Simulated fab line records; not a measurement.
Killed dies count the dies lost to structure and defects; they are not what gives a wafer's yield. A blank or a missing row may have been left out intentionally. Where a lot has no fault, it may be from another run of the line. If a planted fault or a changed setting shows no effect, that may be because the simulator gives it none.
Matching of chambers ; flow n5_finfet ; 4 sister chambers for N5_BEOL_M7_STRIP_36 on rie_diel-06
The step strips in N2/H2. 4 wafers are shown with their chamber, then 10 later ones without.

== WAFERS WITH THEIR CHAMBER ==
wafer;chamber;drypump_motor_current_A (A)
L087.2;1;6.0
L087.3;3;6.8
L088.2;2;4.9
L088.4;0;6.1

== WAFERS WITHOUT THEIR CHAMBER ==
wafer;drypump_motor_current_A (A)
L088.6;6.8
L091.1;6.1
L091.5;6.0
L091.6;6.1
L093.1;6.0
L093.2;6.1
L093.5;6.0
L096.2;6.8
L096.3;5.9
L096.6;6.1

== WHICH CHAMBER EACH WENT THROUGH ==
wafer;from the rows above;in truth
L088.6;3;3
L091.1;0;0
L091.5;1;1
L091.6;0;0
L093.1;1;1
L093.2;0;0
L093.5;1;1
L096.2;3;3
L096.3;1;1
L096.6;0;0
Correctly placed: 10 of 10. Number that these rows cannot place: 0. Wrongly placed: 0.
How it was worked out, from the rows above alone: a wafer's distance from a chamber is the root of the sum, over the readings, of the square of ((its reading less the chamber's mean) divided by the reading's scatter). The wafer belongs to the nearest chamber; if the next one is less than 2 further off, it can't be placed. Each chamber's mean is taken over the wafers shown for it. The scatter: root of mean squared gap, hidden wafer to nearest shown wafer, with one shown wafer a chamber.
